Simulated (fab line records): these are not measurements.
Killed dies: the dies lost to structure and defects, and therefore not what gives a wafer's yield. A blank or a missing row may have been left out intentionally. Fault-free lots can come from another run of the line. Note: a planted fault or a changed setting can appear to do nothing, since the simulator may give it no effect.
Chamber matching + flow nandHarc + NHARC_A_WL_FILL_CMP_12 on cmp-03 has 4 sister chambers
The step polishes, t overpolish 30 s, target thk 75 nm. 8 wafers are shown with their chamber, then 8 later ones without.

EACH WAFER AND ITS CHAMBER
| wafer  | chamber | motorCurrentA (A) | timeToEndpointS (s) |
|--------|---------|-------------------|---------------------|
| L076.5 | 3       | 15.4              | 12.4                |
| L081.1 | 2       | 10.4              | 17.6                |
| L081.4 | 0       | 11.2              | 15.0                |
| L081.5 | 1       | 12.5              | 15.5                |
| L087.1 | 1       | 12.5              | 15.5                |
| L087.2 | 0       | 11.8              | 19.3                |
| L087.4 | 2       | 10.9              | 15.2                |
| L090.2 | 3       | 15.1              | 15.0                |

WAFERS WHOSE CHAMBER IS MISSING
| wafer  | motorCurrentA (A) | timeToEndpointS (s) |
|--------|-------------------|---------------------|
| L090.4 | 13.6              | 12.7                |
| L090.5 | 12.6              | 14.6                |
| L093.1 | 14.7              | 14.4                |
| L093.2 | 11.1              | 15.7                |
| L093.6 | 10.4              | 15.0                |
| L097.1 | 12.7              | 14.3                |
| L097.2 | 10.9              | 15.7                |
| L097.4 | 14.6              | 13.5                |

CHAMBER TAKEN BY EACH
| wafer  | from the rows above     | in truth |
|--------|-------------------------|----------|
| L090.4 | can't be placed: 1 or 3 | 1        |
| L090.5 | 1                       | 1        |
| L093.1 | 3                       | 3        |
| L093.2 | can't be placed: 0 or 2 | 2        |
| L093.6 | 2                       | 2        |
| L097.1 | 1                       | 1        |
| L097.2 | can't be placed: 2 or 0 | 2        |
| L097.4 | 3                       | 3        |
5 of 8 placed correctly. Unplaceable from these rows: 3, with the true chamber sitting among the candidates in 3. 0 placed wrongly.
How it was worked out, from the rows above alone: a wafer's distance from a chamber is the root of the sum, over the readings, of the square of ((its reading less the chamber's mean) divided by the reading's scatter). The wafer belongs to the nearest chamber; if the next one is less than 2 further off, it can't be placed. Each chamber's mean is taken over the wafers shown for it. The scatter: take each reading less its chamber's mean, square it, sum over the shown wafers, divide by the number of wafers less the number of chambers, and take the root.
